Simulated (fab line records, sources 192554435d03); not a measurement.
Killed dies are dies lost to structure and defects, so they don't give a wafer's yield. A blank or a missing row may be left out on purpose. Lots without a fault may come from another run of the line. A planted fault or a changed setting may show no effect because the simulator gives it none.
Split-lot experiment | flow n5_finfet | 7 lots, 21 wafers read, on a route of 1938 steps

THE SPLIT
At N5_BEOL_M8_PECVD_70 (deposits SiO2 from TEOS/O2, target thk 20 nm, time 22.7 s), the setting time_s was moved away from the recipe's 22.7 s on 7 of the 21 wafers read, by -14.8% to +14.9%. The other wafers ran this setting at the recipe's value.

The reading is taken at the split's own step.

THE READING
SiO2_of_BEOL_M8_PECVD_70.thk_nm (the simulator's own value, which no gauge read), in nm, at N5_BEOL_M8_PECVD_70 (deposits SiO2 from TEOS/O2, target thk 20 nm, time 22.7 s). The file gives no usual value for it. The 14 wafers here that ran the recipe average 20.0 nm, standard deviation 0.28 nm.

wafer  | tool, chamber at the split | time_s as run, s | against the recipe | SiO2_of_BEOL_M8_PECVD_70.thk_nm, nm | against lot-mates on the recipe
L077.1 | pecvd-03, 1                | 22.7             | recipe             | 19.6                                | -
L077.5 | pecvd-03, 0,2              | 21.17            | -6.7%              | 18.8                                | -0.8
L077.6 | pecvd-03, 0,2              | 21.17            | -6.7%              | 18.8                                | -0.8
L080.1 | pecvd-04, 0                | 19.33            | -14.8%             | 16.8                                | -2.8
L080.3 | pecvd-04, 2                | 22.7             | recipe             | 19.6                                | -
L080.6 | pecvd-04, 2                | 22.7             | recipe             | 19.6                                | -
L081.1 | pecvd-01, 1                | 26.08            | +14.9%             | 23                                  | +3.2
L081.2 | pecvd-01, 2                | 22.7             | recipe             | 19.8                                | -
L081.5 | pecvd-01, 1                | 26.08            | +14.9%             | 23.2                                | +3.4
L082.2 | pecvd-04, 0                | 22.7             | recipe             | 19.8                                | -
L082.3 | pecvd-04, 1,2              | 22.7             | recipe             | 20                                  | -
L082.4 | pecvd-04, 1,2              | 22.7             | recipe             | 20                                  | -
L086.2 | pecvd-03, 0                | 22.7             | recipe             | 20.4                                | -
L086.6 | pecvd-03, 0                | 22.7             | recipe             | 20.4                                | -
L086.5 | pecvd-03, 1                | 21.14            | -6.9%              | 18.8                                | -1.6
L091.3 | pecvd-04, 1                | 22.7             | recipe             | 20                                  | -
L091.4 | pecvd-04, 0                | 22.7             | recipe             | 19.8                                | -
L091.6 | pecvd-04, 1                | 22.7             | recipe             | 20.4                                | -
L093.2 | pecvd-03, 1                | 24.13            | +6.3%              | 21                                  | +0.9
L093.3 | pecvd-03, 2                | 22.7             | recipe             | 20                                  | -
L093.5 | pecvd-03, 0                | 22.7             | recipe             | 20.2                                | -
Where a row lists several chambers, the file gives one row for several wafers and doesn't say which wafer went through which chamber.

THE FIT
A straight line over all 21 wafers: SiO2_of_BEOL_M8_PECVD_70.thk_nm changes by +0.203 nm for each +1% of time_s; r = +0.98; the points scatter about the line by 0.27 nm.
The same after taking each lot's own level away (the mean of its wafers on the recipe; 21 wafers): +0.199 nm for each +1%; r = +0.98; scatter 0.25 nm.
On that fit, the largest move of time_s shifts the reading by 3 nm.
The lots' own levels span 19.60 to 20.40 nm, that is 2.8 times the standard deviation above.
So the lot-to-lot level changes the slope little: the two slopes agree.
Check: with one of the wafers moved furthest among these (+14.9%) left out of the fit, the line predicts +2.94 nm for it against its lot-mates. It came out at +3.2 nm against them.

OTHER SPLITS ON THESE WAFERS
These wafers also went through other splits before the reading. Each is held against what the fit with the lots' levels taken away leaves over:
other split on the same wafers | wafers away from the commonest value | r with SiO2_of_BEOL_M8_PECVD_70.thk_nm (lot level and that fit taken away)
N5_BEOL_M5_ILD_DEP_00 time_s   | 8                                    | +0.04
N5_BEOL_M5_COAT_05 spin_rpm    | 9                                    | +0.12
N5_BEOL_M6_COAT_22 spin_rpm    | 7                                    | -0.40
N5_BEOL_M7_COAT_05 spin_rpm    | 6                                    | -0.42

THE FILE'S OWN FIT
SiO2_of_BEOL_M8_PECVD_70.thk_nm changes by +0.196 nm for each +1% of time_s, r = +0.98.
